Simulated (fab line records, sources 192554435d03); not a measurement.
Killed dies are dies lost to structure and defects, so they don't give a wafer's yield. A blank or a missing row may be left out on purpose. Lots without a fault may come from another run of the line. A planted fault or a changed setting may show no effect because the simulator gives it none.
Chamber matching | flow n5_finfet | N5_FIN_SAQP_STRIP_55 on rie_diel-04: 4 sister chambers
The step strips in N2/H2. 4 wafers are shown with their chamber, then 10 later ones without.

WAFERS WITH THEIR CHAMBER
wafer  | chamber | drypump_motor_current_A (A)
L086.3 | 3       | 6.05
L086.4 | 2       | 5.47
L088.2 | 1       | 6.05
L088.5 | 0       | 5.45

WAFERS WITHOUT THEIR CHAMBER
wafer  | drypump_motor_current_A (A)
L088.6 | 6.06
L092.4 | 6.04
L092.5 | 6.05
L092.6 | 5.47
L095.1 | 5.46
L095.4 | 5.45
L095.5 | 6.05
L097.1 | 6.06
L097.5 | 5.46
L097.6 | 6.05

WHICH CHAMBER EACH WENT THROUGH
wafer  | from the rows above     | in truth
L088.6 | can't be placed: 1 or 3 | 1
L092.4 | can't be placed: 1 or 3 | 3
L092.5 | can't be placed: 1 or 3 | 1
L092.6 | 2                       | 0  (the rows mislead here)
L095.1 | can't be placed: 0 or 2 | 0
L095.4 | 0                       | 0
L095.5 | can't be placed: 1 or 3 | 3
L097.1 | can't be placed: 1 or 3 | 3
L097.5 | can't be placed: 0 or 2 | 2
L097.6 | can't be placed: 1 or 3 | 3
Placed correctly: 1 of 10. Can't be placed from these rows: 8 (the true chamber is among the candidates in 8). Placed wrongly: 1.
How it was worked out, from the rows above alone: a wafer's distance from a chamber is the root of the sum, over the readings, of the square of ((its reading less the chamber's mean) divided by the reading's scatter). The wafer belongs to the nearest chamber; if the next one is less than 2 further off, it can't be placed. A chamber's mean is the mean of its shown wafers. The scatter: with one shown wafer a chamber, the root of the mean of the squares of how far each hidden wafer lies from its nearest shown one.
